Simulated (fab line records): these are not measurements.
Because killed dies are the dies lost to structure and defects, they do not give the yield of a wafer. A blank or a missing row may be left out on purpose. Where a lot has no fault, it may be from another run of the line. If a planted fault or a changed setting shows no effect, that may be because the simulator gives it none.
fab line records	flow nandHarc
record: lots: 11	wafers: 33	lastDay: 34
route steps=1302 shown A_STAIRCASE@651 END@1302
lots untouched by any fault: they come from a run of this same line in which no faults occurred
startH: start of the lot's first displayed wafer, in hours after the record's first day	waitH: hours from the lot's prior step to this one	" the same as in the row above	L1.1+2: a row that stands for several wafers	- either no value or no given start	* or withheld: withheld	< > ~ a bound
route shown NAME@n: NAME is a module with steps in the file, n the number in the route of the first one	usual: the fault-free wafers' mean and standard deviation	same: alike in all rows	chamber/n: place in a boat	sites: the reading at each site	_std_site: the values' standard deviation	_edge_site: mean of outer sites minus mean of inner sites	radiusMm: how far each site lies from the wafer's centre	mask NAME#n: copy n	behind: the most recent tool/chamber to have shaped the wafer	hold: the reason the lot was held/the length of the hold in hours/how it ended	device: which transistor (n, p or np) failed to switch	end of line: tests of these same wafers at the route's end	for a step that has no rows: nothing shown but its recipe	killed: at the first sort, the dies lost to defects and structure; wafer yield is something else	map: dies across one wafer; x = killed, . = not, _ = none there
set.NAME: the setting that was run; set.NAME@STEP: the one run at that earlier step	model.NAME: the simulator's own value behind a step, which no gauge read
the route's steps for a sample of lots (tables are steps, rows are wafers)
services: from which hour (startH, from the record's first day; less than 0 if before it) a tool's chamber was out of use, for how many hours, and why
== steps ==
step: NHARC_A_STAIRCASE_ETCH_169
recipe: targetDepthA: 500	timeS: 107.1	ionEnergyEv: 120	ch3fFlowSccm: 50	o2FlowSccm: 30	arFlowSccm: 200	rfW: 500	biasW: 100	chemistry: CH3F/O2
usual: drypumpMotorCurrentA: 5.6/0.37	oesProductAu: 0.955/0.02	rfVppV: 244.3/2	showerheadPlenumPTorr: 2.46/0.13	throttleValvePct: 20.663/0.0086
lot.wafer	tool	chamber	startH	waitH	drypumpMotorCurrentA	oesProductAu	rfHoursCounterH	rfVppV	showerheadPlenumPTorr	throttleValvePct
L364.5	rieDiel-04	3	395.27	0.1	5.2	0.962	-	242.5	2.31	20.680
L364.6	"	1	"	"	6.0	0.946	-	246.0	2.63	20.665
L364.4	"	2	"	"	5.4	0.948	-	244.2	2.45	20.660
L363.3	rieDiel-03	1	395.38	0.1	5.3	0.948	34	244.5	2.39	20.656
L363.2	"	0	"	"	5.6	0.955	38	246.1	2.62	20.666
L363.5	"	1	"	"	5.2	0.954	-	244.8	2.39	20.658
L366.1	rieDiel-03	1	413.91	0.2	5.3	0.936	39	242.6	2.39	20.654
L366.3	"	3	"	"	6.3	0.921	41	245.3	2.53	20.658
L366.5	"	1	"	"	5.2	0.925	-	244.5	2.39	20.668
L371.4	rieDiel-11	2	465.62	0.1	5.7	0.962	6	243.2	2.35	20.674
L371.3	"	1	"	"	6.2	0.949	7	243.4	2.38	20.647
L371.5	"	2	"	"	5.7	0.965	-	243.3	2.35	20.663
L376.2	rieDiel-03	0	506.55	0.1	5.6	0.960	11	245.4	2.61	20.666
L376.1	"	1	"	"	5.2	0.924	15	242.3	2.38	20.683
L376.3	"	2	"	"	6.1	0.965	15	246.9	2.65	20.665
L377.2	rieDiel-11	3	522.68	0.1	5.2	0.974	23	244.9	2.50	20.676
L377.1	"	1	"	"	6.2	0.999	26	244.4	2.37	20.658
L377.3	"	2	"	"	5.7	0.976	25	243.4	2.35	20.676
L378.1	rieDiel-11	1	522.86	0.1	6.2	0.972	26	244.2	2.37	20.643
L378.2	"	3	"	"	5.1	0.942	23	245.6	2.50	20.673
L378.5	"	1	"	"	6.2	0.971	-	242.6	2.37	20.677
L379.1	rieDiel-03	2	540.93	0.1	6.1	0.977	27	247.4	2.65	20.658
L379.2	"	0	"	"	5.7	0.982	20	245.5	2.61	20.669
L379.5	"	2	"	"	6.1	0.964	-	246.5	2.65	20.638
L381.2	rieDiel-04	2	560.84	0.1	5.4	0.984	3	243.2	2.43	20.655
L381.1	"	3	"	"	5.2	0.974	3	246.3	2.66	20.663
L381.3	"	0	"	"	5.5	0.951	3	247.2	2.64	20.665
L382.3	rieDiel-04	3	569.77	0.1	5.2	0.914	6	247.0	2.66	20.672
L382.1	"	1	"	"	6.1	0.904	5	245.8	2.61	20.659
L382.4	"	2	"	"	5.4	0.919	5	243.7	2.43	20.653
L383.2	rieDiel-11	2	581.02	0.1	5.7	0.957	51	242.7	2.34	20.674
L383.6	"	3	"	"	5.2	0.971	-	244.8	2.49	20.662
L383.5	"	0	"	"	5.5	0.928	-	242.9	2.28	20.661
step: NHARC_A_STAIRCASE_TRIM_20
recipe: timeS: 211.2	o2FlowSccm: 500	arFlowSccm: 0	biasW: 0	chemistry: O2
usual: chamberPressureMTorr: 60.00/0.051	drypumpMotorCurrentA: 5.7/0.38	oesProductAu: 1.002/0.014	rfVppV: 57.8/0.91	showerheadPlenumPTorr: 3.51/0.18	throttleValvePct: 17.037/0.0081
same: biasW: 0
lot.wafer	tool	chamber	startH	waitH	chamberPressureMTorr	drypumpMotorCurrentA	oesProductAu	rfHoursCounterH	rfVppV	showerheadPlenumPTorr	throttleValvePct
L364.4	rieDiel-11	2	398.16	0.1	59.89	5.7	1.011	44	58.7	3.39	17.030
L364.6	"	1	"	"	60.07	6.2	1.016	-	56.9	3.43	17.041
L364.5	"	2	"	"	60.05	5.7	1.002	-	58.0	3.39	17.042
L363.2	rieDiel-04	2	398.31	0.1	59.96	5.4	0.989	8	58.2	3.51	17.043
L363.3	"	3	"	"	59.97	5.2	1.005	10	57.8	3.32	17.041
L363.5	"	3	"	"	59.94	5.2	0.992	-	56.7	3.32	17.028
L366.1	rieDiel-03	0	417.07	0.1	59.94	5.6	1.000	44	57.7	3.75	17.033
L366.3	"	1	"	"	60.03	5.3	0.995	41	58.3	3.43	17.022
L366.5	"	0	"	"	60.00	5.6	1.003	-	58.3	3.75	17.012
L371.3	rieDiel-11	3	471.58	0.1	60.00	5.1	0.999	8	56.4	3.59	17.040
L371.4	"	0	"	"	60.04	5.5	0.982	8	58.5	3.30	17.028
L371.5	"	1	"	"	60.01	6.2	1.015	-	57.3	3.42	17.043
L376.3	rieDiel-11	1	509.53	0.1	59.95	6.2	1.034	23	56.6	3.41	17.045
L376.1	"	2	"	"	60.04	5.7	0.997	22	58.3	3.38	17.033
L376.2	"	0	"	"	60.09	5.5	1.003	22	56.9	3.30	17.042
L377.1	rieDiel-03	0	525.42	0.1	59.98	5.7	1.014	16	58.1	3.73	17.048
L377.2	"	2	"	"	60.03	6.1	1.027	21	58.5	3.80	17.025
L377.3	"	3	"	"	60.01	6.3	0.996	18	60.0	3.61	17.058
L378.2	rieDiel-11	3	525.83	0.1	60.01	5.2	0.996	23	56.5	3.59	17.042
L378.1	"	0	"	"	60.04	5.5	1.007	25	56.8	3.29	17.039
L378.5	"	3	"	"	60.01	5.2	1.009	-	57.1	3.59	17.039
L379.2	rieDiel-03	2	543.81	0.1	59.98	6.1	1.027	27	56.9	3.79	17.047
L379.1	"	0	"	"	59.97	5.6	1.016	20	58.2	3.73	17.028
L379.5	"	2	"	"	59.99	6.1	1.026	-	59.4	3.79	17.044
L381.1	rieDiel-11	2	563.70	0.1	60.00	5.7	0.993	44	59.1	3.36	17.030
L381.3	"	0	"	"	60.02	5.5	0.983	37	57.3	3.29	17.018
L381.2	"	1	"	"	59.98	6.2	1.023	40	57.9	3.40	17.026
L382.3	rieDiel-04	3	572.50	0.1	60.00	5.2	0.987	6	59.3	3.80	17.036
L382.4	"	1	"	"	59.97	6.1	0.985	6	59.4	3.74	17.039
L382.1	"	2	"	"	59.99	5.5	1.012	6	57.3	3.48	17.032
L383.2	rieDiel-03	2	583.92	0.1	60.13	6.1	1.026	40	58.6	3.79	17.038
L383.5	"	0	"	"	59.98	5.7	1.012	-	59.8	3.72	17.034
L383.6	"	1	"	"	59.99	5.2	1.010	-	57.8	3.40	17.051
step: NHARC_A_STAIRCASE_TRIM_193
recipe: timeS: 211.2	o2FlowSccm: 500	arFlowSccm: 0	biasW: 0	chemistry: O2
usual: biasW: 0/0	chamberPressureMTorr: 60.00/0.058	drypumpMotorCurrentA: 5.7/0.39	oesProductAu: 1.001/0.014	rfVppV: 57.7/0.94	showerheadPlenumPTorr: 3.51/0.18	throttleValvePct: 17.037/0.0087
lot.wafer	tool	chamber	startH	waitH	biasW	chamberPressureMTorr	drypumpMotorCurrentA	oesProductAu	rfHoursCounterH	rfVppV	showerheadPlenumPTorr	throttleValvePct
L363.2	rieDiel-03	2	401.86	-	0	60.06	6.1	1.013	35	57.1	3.28	17.047
L363.3	"	1	"	"	0	59.90	5.3	1.001	37	55.9	3.43	17.042
L363.5	"	3	"	"	0	60.03	6.3	0.988	-	59.0	3.63	17.046
L364.6	rieDiel-04	3	402.14	-	0	59.91	5.2	1.010	-	56.6	3.32	17.016
L364.4	"	1	"	"	0	60.03	6.0	0.990	-	59.4	3.77	17.031
L364.5	"	2	"	"	0	60.05	5.5	0.996	-	57.9	3.51	17.055
L366.1	rieDiel-11	2	420.71	-	0	60.08	5.7	1.001	52	58.3	3.39	17.038
L366.3	"	0	"	"	0	59.94	5.5	0.993	46	56.6	3.31	17.031
L366.5	"	1	"	"	0	60.00	6.2	1.005	-	58.3	3.42	17.047
L371.4	rieDiel-11	0	475.41	-	0	60.04	5.5	0.995	9	58.0	3.30	17.028
L371.3	"	3	"	"	0	60.08	5.2	1.006	9	58.0	3.59	17.038
L371.5	"	0	"	"	0	60.02	5.5	0.992	-	56.4	3.30	17.043
L376.3	rieDiel-11	2	512.88	-	-	-	-	-	-	-	-	-
L376.1	"	0	"	"	-	-	-	-	-	-	-	-
L376.2	"	1	"	"	-	-	-	-	-	-	-	-
L377.1	rieDiel-04	0	528.79	-	-	-	-	-	-	-	-	-
L377.2	"	1	"	"	-	-	-	-	-	-	-	-
L377.3	"	2	"	"	-	-	-	-	-	-	-	-
L378.1	rieDiel-11	2	529.20	-	-	-	-	-	-	-	-	-
L378.2	"	3	"	"	-	-	-	-	-	-	-	-
L378.5	"	2	"	"	-	-	-	-	-	-	-	-
L379.1	rieDiel-03	0	547.37	-	0	59.85	5.7	1.010	22	58.9	3.73	17.025
L379.2	"	1	"	"	0	60.01	5.2	1.000	28	57.0	3.41	17.027
L379.5	"	0	"	"	0	59.94	5.7	1.015	-	59.2	3.73	17.037
L381.1	rieDiel-11	0	567.02	-	0	59.91	5.5	0.984	38	57.4	3.29	17.027
L381.3	"	1	"	"	0	60.09	6.2	1.020	41	57.6	3.40	17.039
L381.2	"	3	"	"	0	59.98	5.2	0.992	42	58.5	3.58	17.013
L382.4	rieDiel-04	1	576.33	-	0	59.95	6.1	0.982	7	57.0	3.74	17.050
L382.3	"	3	"	"	0	59.92	5.2	0.993	8	58.7	3.80	17.033
L382.1	"	0	"	"	0	59.93	5.5	0.987	7	58.0	3.77	17.045
L383.2	rieDiel-11	3	587.36	-	0	60.06	5.1	1.016	47	58.3	3.57	17.060
L383.5	"	0	"	"	0	59.98	5.5	1.002	-	58.1	3.28	17.032
L383.6	"	1	"	"	0	60.02	6.2	1.029	-	57.1	3.40	17.041
step: NHARC_A_STAIRCASE_TRIM_196
recipe: timeS: 211.2	o2FlowSccm: 500	arFlowSccm: 0	biasW: 0	chemistry: O2
usual: chamberPressureMTorr: 60.00/0.053	drypumpMotorCurrentA: 5.7/0.38	oesProductAu: 1.000/0.013	rfVppV: 57.9/0.96	showerheadPlenumPTorr: 3.56/0.18	throttleValvePct: 17.036/0.008
same: biasW: 0
lot.wafer	tool	chamber	startH	waitH	chamberPressureMTorr	drypumpMotorCurrentA	oesProductAu	rfHoursCounterH	rfVppV	showerheadPlenumPTorr	throttleValvePct
L363.2	rieDiel-03	1	402.19	0.1	59.92	5.3	1.004	37	57.3	3.43	17.021
L363.3	"	0	"	"	60.00	5.6	1.006	40	57.9	3.75	17.025
L363.5	"	1	"	"	60.08	5.2	1.004	-	58.6	3.43	17.032
L364.4	rieDiel-03	3	402.47	0.1	60.02	6.3	0.985	38	57.7	3.63	17.031
L364.6	"	2	"	"	60.04	6.1	1.013	-	57.0	3.28	17.041
L364.5	"	3	"	"	60.06	6.3	0.993	-	58.8	3.63	17.034
L366.1	rieDiel-04	2	421.07	0.1	59.99	5.4	0.992	18	57.3	3.50	17.033
L366.3	"	3	"	"	59.94	5.2	0.988	19	58.2	3.31	17.029
L366.5	"	1	"	"	60.05	6.1	0.986	-	59.6	3.76	17.025
L371.3	rieDiel-04	3	475.74	0.1	59.98	5.2	1.013	43	57.1	3.30	17.038
L371.4	"	1	"	"	60.02	6.0	0.981	37	58.6	3.75	17.042
L371.5	"	3	"	"	60.11	5.2	1.018	-	57.0	3.30	17.046
L376.2	rieDiel-11	1	513.21	0.1	60.02	6.2	1.022	24	58.0	3.41	17.038
L376.1	"	2	"	"	59.88	5.7	1.009	23	57.4	3.37	17.038
L376.3	"	0	"	"	59.96	5.5	1.002	22	57.8	3.30	17.025
L377.2	rieDiel-03	0	529.10	0.1	59.92	5.7	1.013	16	58.6	3.73	17.038
L377.3	"	1	"	"	59.97	5.3	0.993	20	57.6	3.41	17.042
L377.1	"	2	"	"	60.00	6.1	1.008	21	57.7	3.80	17.029
L378.2	rieDiel-04	2	529.54	0.1	59.93	5.4	0.994	53	57.6	3.49	17.025
L378.1	"	3	"	"	59.99	5.2	1.021	59	56.9	3.29	17.044
L378.5	"	2	"	"	60.02	5.4	1.008	-	56.3	3.49	17.029
L379.2	rieDiel-04	2	547.72	0.1	60.02	5.4	1.009	0	57.6	3.48	17.038
L379.1	"	0	"	"	59.98	5.5	0.987	0	59.5	3.78	17.032
L379.5	"	3	"	"	60.03	5.2	1.003	-	56.9	3.81	17.041
L381.2	rieDiel-04	3	567.37	0.1	60.01	5.2	0.984	5	59.4	3.81	17.039
L381.1	"	0	"	"	60.01	5.5	0.985	5	57.9	3.77	17.026
L381.3	"	1	"	"	60.01	6.0	0.972	4	59.3	3.74	17.037
L382.4	rieDiel-04	0	576.67	0.1	60.07	5.5	0.989	8	58.6	3.77	17.057
L382.3	"	1	"	"	59.95	6.0	0.981	7	57.9	3.74	17.037
L382.1	"	2	"	"	59.92	5.4	1.013	7	58.9	3.48	17.040
L383.2	rieDiel-04	0	587.66	0.1	59.95	5.5	1.005	15	57.5	3.77	17.032
L383.5	"	0	"	"	60.00	5.5	1.002	-	58.3	3.77	17.047
L383.6	"	1	"	"	59.99	6.0	0.980	-	58.1	3.73	17.030
step: NHARC_END_SORT_01
recipe: tempC: 25
usual: killedAtArray: 55/19	killedAtOther: 0.9/1.4	killedAtPeriphery: 3.8/2.9	killedDies: 60/19	killedOpen: 3.3/1.8	killedShort: 2.6/1.6
same: grossDies: 677
lot.wafer	tool	chamber	startH	waitH	killedAtArray	killedAtOther	killedAtPeriphery	killedDies	killedOpen	killedShort
L376.1	prober-02	0	716.11	2.5	673	0	4	677	6	3
L376.2	prober-02	0	716.90	2.8	675	0	2	677	3	6
L376.3	prober-02	0	717.68	3.1	673	0	4	677	5	3
L377.1	prober-02	0	735.02	2.5	671	4	2	677	2	2
L377.2	prober-02	0	735.82	2.8	675	0	2	677	1	3
L377.3	prober-02	0	736.61	3.1	674	1	2	677	1	3
L378.1	prober-01	0	735.02	2.5	677	0	0	677	1	0
L378.2	prober-01	0	735.82	2.8	674	2	1	677	4	2
L378.5	prober-01	0	738.20	3.7	676	0	1	677	3	1
killed by level:class
L376.1 A_STAIRCASE:areaTrim=587 A_CHANNEL_HOLE_D1:chamberFilmFlake=33 A_SLIT:chamberFilmFlake=28 A_CHANNEL_HOLE_D2:chamberFilmFlake=9 A_CONTACT:chamberFilmFlake=8 P_CONTACT:geometricParticle:open=1 P_M0:geometricParticle:open=1 P_M0:geometricParticle:short=1
L376.2 A_STAIRCASE:areaTrim=585 A_CHANNEL_HOLE_D1:chamberFilmFlake=32 A_SLIT:chamberFilmFlake=19 A_CHANNEL_HOLE_D2:chamberFilmFlake=18 A_CONTACT:chamberFilmFlake=10 P_M0:geometricParticle:short=1 A_ONON_D1:geometricParticle:short=1 A_CHANNEL_HOLE_D1:geometricParticle:short=1
L376.3 A_STAIRCASE:areaTrim=603 A_CHANNEL_HOLE_D1:chamberFilmFlake=29 A_SLIT:chamberFilmFlake=15 A_CHANNEL_HOLE_D2:chamberFilmFlake=9 A_CONTACT:chamberFilmFlake=6 P_CONTACT:geometricParticle:open=2 A_WL_FILL:geometricParticle:short=2 A_BLC:geometricParticle:open=2
L377.1 A_STAIRCASE:areaTrim=635 A_CHANNEL_HOLE_D2:chamberFilmFlake=13 A_CHANNEL_HOLE_D1:chamberFilmFlake=7 A_SLIT:chamberFilmFlake=5 THIN_TSV:chamberFilmFlake=4 A_STAIRCASE:chamberFilmFlake=3 A_WL_FILL:geometricParticle:short=2 P_ZERO_WELL:chamberFilmFlake=2
L378.1 A_STAIRCASE:areaTrim=609 A_CHANNEL_HOLE_D1:chamberFilmFlake=34 A_SLIT:chamberFilmFlake=23 A_CONTACT:chamberFilmFlake=5 A_STAIRCASE:chamberFilmFlake=3 A_CHANNEL_FILL_D1:chamberFilmFlake=2 A_WL_FILL:geometricParticle:open=1
L378.2 A_STAIRCASE:areaTrim=594 A_CHANNEL_HOLE_D1:chamberFilmFlake=32 A_SLIT:chamberFilmFlake=29 A_CONTACT:chamberFilmFlake=6 A_STAIRCASE:chamberFilmFlake=4 A_CHANNEL_FILL_D1:chamberFilmFlake=3 A_ONON_D1:geometricParticle:open=2 THIN_TSV:chamberFilmFlake=2
L377.2 A_STAIRCASE:areaTrim=631 A_CHANNEL_HOLE_D2:chamberFilmFlake=25 A_CHANNEL_HOLE_D1:chamberFilmFlake=6 A_SLIT:chamberFilmFlake=4 A_WL_FILL:geometricParticle:short=2 A_CONTACT:chamberFilmFlake=2 A_CHANNEL_FILL_D1:geometricParticle:short=1 A_DECK1_JOINT:geometricParticle:open=1
L377.3 A_STAIRCASE:areaTrim=633 A_CHANNEL_HOLE_D2:chamberFilmFlake=13 A_CHANNEL_HOLE_D1:chamberFilmFlake=8 A_SLIT:chamberFilmFlake=7 A_STAIRCASE:chamberFilmFlake=4 A_CHANNEL_FILL_D1:chamberFilmFlake=2 P_CONTACT:geometricParticle:open=1 A_CHANNEL_FILL_D1:geometricParticle:short=1
L378.5 A_STAIRCASE:areaTrim=600 A_SLIT:chamberFilmFlake=31 A_CHANNEL_HOLE_D1:chamberFilmFlake=25 A_STAIRCASE:chamberFilmFlake=4 A_CHANNEL_FILL_D1:chamberFilmFlake=3 A_WL_FILL:chamberFilmFlake=3 A_CONTACT:chamberFilmFlake=3 A_ZERO_WELL:chamberFilmFlake=2
== services ==
tool	chamber	startH	hours	kind
rieDiel-11	0	389.26	-	clean
rieDiel-11	1	389.26	-	clean
rieDiel-11	2	389.26	-	clean
rieDiel-11	3	389.26	-	clean
rieDiel-04	0	393.17	26.6	repair
rieDiel-11	0	413.88	-	clean
rieDiel-11	1	413.88	-	clean
rieDiel-11	2	413.88	-	clean
rieDiel-11	3	413.88	-	clean
rieDiel-11	-	434.79	9.0	pm
rieDiel-11	0	434.79	9.0	ventCycle
rieDiel-11	1	434.79	9.0	ventCycle
rieDiel-11	2	434.79	9.0	ventCycle
rieDiel-11	3	434.79	9.0	ventCycle
rieDiel-11	0	443.79	-	clean
rieDiel-11	1	443.79	-	clean
rieDiel-11	2	443.79	-	clean
rieDiel-11	3	443.79	-	clean
rieDiel-03	-	458.59	9.0	pm
rieDiel-11	0	468.36	-	clean
rieDiel-11	1	468.36	-	clean
rieDiel-03	2	517.55	7.5	repair
rieDiel-04	-	535.82	9.0	pm
rieDiel-03	3	546.16	10.6	repair
== key ==
firstSign: step: NHARC_A_STAIRCASE_TRIM_193	reading: toolRecord	direction: missing
effect: step: NHARC_END_SORT_01	reading: killedDies	direction: up	sigmas: 33	usual: 60	struck: 677
moreKillsBornAt: NHARC_A_STAIRCASE_TRIM_193@rieDiel-11: 3577	NHARC_A_STAIRCASE_TRIM_193@rieDiel-04: 1900
metAt NHARC_A_STAIRCASE_TRIM_193
struckLots L376,L377,L378
laterRowsLeftOut L376.1,L376.2,L376.3,L377.1,L377.2,L377.3,L378.1,L378.2,L378.5
testerLeftOut L376,L377,L378
notActingAt NHARC_A_STAIRCASE_ETCH_169,NHARC_A_STAIRCASE_TRIM_20,NHARC_A_STAIRCASE_TRIM_196
onsetBetween 475.41 512.88
fault: kind: skippedStepWhole	tool: rieDiel-04,rieDiel-11	chamber: -	onsetH: 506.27	steps: NHARC_A_STAIRCASE_TRIM_193	scope: struckLotsOnly
testerLeftOut: of these lots the tester's yield and bins aren't shown, on N5 and GAA mostly nor the transistor test; their killed dies are dies lost to structure and defects alone, not to doping, threshold or leakage, so they don't give the yield
laterRowsLeftOut: the simulator's readings of these wafers behind a module that went badly wrong aren't trusted and aren't shown, but for the sort
